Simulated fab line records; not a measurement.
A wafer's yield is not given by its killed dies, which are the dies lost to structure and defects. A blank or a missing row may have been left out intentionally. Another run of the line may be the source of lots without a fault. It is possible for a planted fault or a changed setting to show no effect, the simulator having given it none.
Which tool was responsible? + flow n5_finfet + 11 lots with 33 wafers sampled at 5 steps, on a route of 1938 steps

## WHAT EACH GAUGE READ, for each wafer
N5_BEOL_M4_THK_MEAS_53: measures by xrf. Usual: M4_THK 39.8 nm, standard deviation 1.3.
| lot  | measured     | on            | M4_THK (nm)    | flag |
|------|--------------|---------------|----------------|------|
| L593 | day 8 01:16  | film_metro-02 | 40.0 40.2 40.3 |      |
| L596 | day 8 10:48  | film_metro-02 | 37.5 37.9 38.1 |      |
| L600 | day 9 21:25  | film_metro-01 | 38.7 38.7 39.6 |      |
| L602 | day 9 21:35  | film_metro-02 | 41.3 41.9 41.4 |      |
| L599 | day 10 04:59 | film_metro-01 | 41.4 40.9 41.7 |      |
| L604 | day 10 19:43 | film_metro-01 | 40.9 39.9 40.6 |      |
| L605 | day 10 20:22 | film_metro-02 | 39.8 39.8 39.7 |      |
| L606 | day 11 04:05 | film_metro-01 | 40.0 39.5 40.0 |      |
| L607 | day 11 06:07 | film_metro-01 | 39.3 39.1 38.0 |      |
| L615 | day 13 07:46 | film_metro-02 | 40.9 41.6 41.3 |      |
| L616 | day 13 13:56 | film_metro-01 | 39.0 40.4 38.3 |      |

N5_BEOL_M5_THK_MEAS_01. Usual: M5_ILD_THK 121.2 nm, standard deviation 1.3.
| lot  | measured     | on            | M5_ILD_THK (nm)   | flag |
|------|--------------|---------------|-------------------|------|
| L593 | day 8 03:08  | film_metro-01 | 123.7 122.4 124.3 |      |
| L596 | day 8 13:07  | film_metro-01 | 119.3 120.7 122.2 |      |
| L600 | day 9 23:17  | film_metro-01 | 121.2 120.9 121.5 |      |
| L602 | day 9 23:53  | film_metro-02 | 120.6 121.5 123.2 |      |
| L599 | day 10 07:15 | film_metro-02 | 121.4 121.1 122.3 |      |
| L604 | day 10 21:55 | film_metro-02 | 120.0 122.2 123.3 |      |
| L605 | day 10 22:24 | film_metro-02 | 126.6 125.1 129.0 | OFF  |
| L606 | day 11 05:56 | film_metro-01 | 120.9 120.7 122.1 |      |
| L607 | day 11 07:58 | film_metro-02 | 127.1 125.5 128.7 | OFF  |
| L615 | day 13 09:37 | film_metro-01 | 120.0 120.5 122.5 |      |
| L616 | day 13 15:46 | film_metro-02 | 118.5 120.4 120.1 |      |

## EACH LOT AND THE TOOL THAT RAN IT (in order: tool; ch and the chambers of the sampled wafers; start)
| lot  | N5_BEOL_M4_SPUTTER_92        | N5_BEOL_M4_ANNEAL_51             | N5_BEOL_M5_ILD_DEP_00           |
|------|------------------------------|----------------------------------|---------------------------------|
| L593 | pvd_sputter-02, day 8 00:02  | rtp_anneal-02 ch 0, day 8 00:49  | pecvd-02 ch 0,1,2, day 8 02:35  |
| L596 | pvd_sputter-02, day 8 09:35  | rtp_anneal-02 ch 0, day 8 10:13  | pecvd-04 ch 0,2, day 8 12:05    |
| L600 | pvd_sputter-02, day 9 20:08  | rtp_anneal-02 ch 0, day 9 20:52  | pecvd-01 ch 0,2, day 9 22:43    |
| L602 | pvd_sputter-01, day 9 20:22  | rtp_anneal-01 ch 0, day 9 21:05  | pecvd-02 ch 0,1, day 9 22:52    |
| L599 | pvd_sputter-03, day 10 03:44 | rtp_anneal-01 ch 0, day 10 04:23 | pecvd-02 ch 0,2, day 10 06:17   |
| L604 | pvd_sputter-03, day 10 17:38 | rtp_anneal-01 ch 0, day 10 18:23 | pecvd-02 ch 1,2, day 10 21:00   |
| L605 | pvd_sputter-02, day 10 19:08 | rtp_anneal-01 ch 0, day 10 19:46 | pecvd-02 ch 0,1, day 10 21:42   |
| L606 | pvd_sputter-03, day 11 02:47 | rtp_anneal-02 ch 0, day 11 03:26 | pecvd-04 ch 0,1,2, day 11 05:22 |
| L607 | pvd_sputter-02, day 11 04:53 | rtp_anneal-01 ch 0, day 11 05:31 | pecvd-02 ch 0,1, day 11 07:23   |
| L615 | pvd_sputter-03, day 13 06:32 | rtp_anneal-01 ch 0, day 13 07:10 | pecvd-04 ch 0,1, day 13 09:03   |
| L616 | pvd_sputter-02, day 13 12:42 | rtp_anneal-01 ch 0, day 13 13:23 | pecvd-04 ch 0,2, day 13 15:12   |
- N5_BEOL_M4_SPUTTER_92: material Cu, target thk 4.5 nm, time 8.29 s.
- N5_BEOL_M4_ANNEAL_51: time 90 s.
- N5_BEOL_M5_ILD_DEP_00: deposits SiCOH lowk from DEMS/porogen, target thk 140.64 nm, time 25.9 s.

## WHAT THE TOOLS THEMSELVES READ (means of the sampled wafers that have a number; where no wafer has one, the mark that the record gives instead)
N5_BEOL_M4_SPUTTER_92. Usual: substrate_temp_c -20.00 C, standard deviation 0.11; susceptor_temp_C -20.00 C, standard deviation 0.11; throttle_valve_pct 30.3 %, standard deviation 0.89.
| lot  | tool           | substrate_temp_c (C) | susceptor_temp_C (C) | throttle_valve_pct (%) | flag |
|------|----------------|----------------------|----------------------|------------------------|------|
| L593 | pvd_sputter-02 | -20.09               | -20.04               | 31.2                   |      |
| L596 | pvd_sputter-02 | -19.98               | -20.07               | 30.3                   |      |
| L600 | pvd_sputter-02 | -19.99               | -20.01               | 30.6                   |      |
| L602 | pvd_sputter-01 | -20.10               | -19.91               | 29.6                   |      |
| L599 | pvd_sputter-03 | -19.92               | -20.07               | 29.1                   |      |
| L604 | pvd_sputter-03 | -19.94               | -20.01               | 30.5                   |      |
| L605 | pvd_sputter-02 | -19.94               | -20.03               | 31.0                   |      |
| L606 | pvd_sputter-03 | -19.97               | -20.07               | 30.7                   |      |
| L607 | pvd_sputter-02 | -20.09               | -19.95               | 30.9                   |      |
| L615 | pvd_sputter-03 | -19.95               | -20.13               | 30.9                   |      |
| L616 | pvd_sputter-02 | -19.98               | -20.00               | 30.6                   |      |

N5_BEOL_M4_ANNEAL_51. Usual: anneal_temp_c 225.00 C, standard deviation 0.16; wafer_temp_C_max 226.0, standard deviation 0.34.
| lot  | tool          | anneal_temp_c (C) | wafer_temp_C_max | flag |
|------|---------------|-------------------|------------------|------|
| L593 | rtp_anneal-02 | 225.07            | 226.5            |      |
| L596 | rtp_anneal-02 | 225.01            | 226.3            |      |
| L600 | rtp_anneal-02 | 224.96            | 226.3            |      |
| L602 | rtp_anneal-01 | 225.28            | 225.9            |      |
| L599 | rtp_anneal-01 | 225.06            | 225.9            |      |
| L604 | rtp_anneal-01 | 225.00            | 226.0            |      |
| L605 | rtp_anneal-01 | 224.71            | 225.9            |      |
| L606 | rtp_anneal-02 | 224.95            | 226.2            |      |
| L607 | rtp_anneal-01 | 225.03            | 225.7            |      |
| L615 | rtp_anneal-01 | 225.05            | 225.7            |      |
| L616 | rtp_anneal-01 | 224.82            | 225.8            |      |

N5_BEOL_M5_ILD_DEP_00. Usual: chamber_pressure_Torr 5.001 Torr, standard deviation 0.011; heater_power_w 304 W, standard deviation 67; showerhead_plenum_p_Torr 5.733 Torr, standard deviation 0.016; susceptor_temp_C 299.98 C, standard deviation 0.16; throttle_valve_pct 13.8 %, standard deviation 0.4.
| lot  | tool     | chamber_pressure_Torr (Torr) | heater_power_w (W) | showerhead_plenum_p_Torr (Torr) | susceptor_temp_C (C) | throttle_valve_pct (%) | flag |
|------|----------|------------------------------|--------------------|---------------------------------|----------------------|------------------------|------|
| L593 | pecvd-02 | 4.999                        | 311                | 5.735                           | 299.93               | 13.6                   |      |
| L596 | pecvd-04 | 4.993                        | 270                | 5.742                           | 300.00               | 14.2                   |      |
| L600 | pecvd-01 | 4.993                        | 221                | 5.722                           | 300.07               | 13.9                   |      |
| L602 | pecvd-02 | 5.004                        | 283                | 5.726                           | 300.07               | 13.7                   |      |
| L599 | pecvd-02 | 5.012                        | 343                | 5.746                           | 299.85               | 13.5                   |      |
| L604 | pecvd-02 | 4.987                        | 320                | 5.719                           | 299.95               | 13.5                   |      |
| L605 | pecvd-02 | 5.006                        | 249                | 5.725                           | 289.89               | 13.6                   | OFF  |
| L606 | pecvd-04 | 5.002                        | 283                | 5.732                           | 299.93               | 13.9                   |      |
| L607 | pecvd-02 | 5.002                        | 239                | 5.735                           | 290.08               | 13.8                   | OFF  |
| L615 | pecvd-04 | 5.006                        | 370                | 5.730                           | 300.02               | 14.1                   |      |
| L616 | pecvd-04 | 4.999                        | 289                | 5.744                           | 300.11               | 14.2                   |      |

## THE ANSWER, worked out from the rows above alone
Rule: a lot counts as off when the mean over its wafers that have a number is more than 3 standard deviations away from the usual mean. A lot without any number at a reading at which 4 lots or more have one is off too. Where the step has rows for the other lots, those lots are counted as sound. The gauges are gone through in route order, then the tools' own readings, and for those a lot's mean is taken as printed above. The first step at which some lot is off is used, and at that step the reading that is off furthest; a lot without a number counts as furthest.
Off: at N5_BEOL_M5_THK_MEAS_01 (M5_ILD_THK), L605, L607.
A tool fits if, at a process step before that reading, it ran every lot that is off, and no sound lot after the first of them. The gauges at N5_BEOL_M5_THK_MEAS_01 aren't tried: what is off there is off at N5_BEOL_M5_ILD_DEP_00 too, on other tools, and a gauge's error can't cause that. One fits: N5_BEOL_M5_ILD_DEP_00 on pecvd-02. Its last sound lot is L604 (day 10 21:00), its first lot that is off L605 (day 10 21:42): a fault that began between those two fits.
On the lots that are off, the tool's own readings at N5_BEOL_M5_ILD_DEP_00 differ by more than 5 times the standard deviation of the sound lots' means, which bears it out; susceptor_temp_C reads 289.99 C there versus 299.99 C on the sound lots.

## WHAT WAS PUT IN BY THE SIMULATOR
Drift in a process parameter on pecvd-02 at N5_BEOL_M5_ILD_DEP_00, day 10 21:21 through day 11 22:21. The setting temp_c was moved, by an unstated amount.
Struck lots among those shown: L605, L607. The rule above found the same.
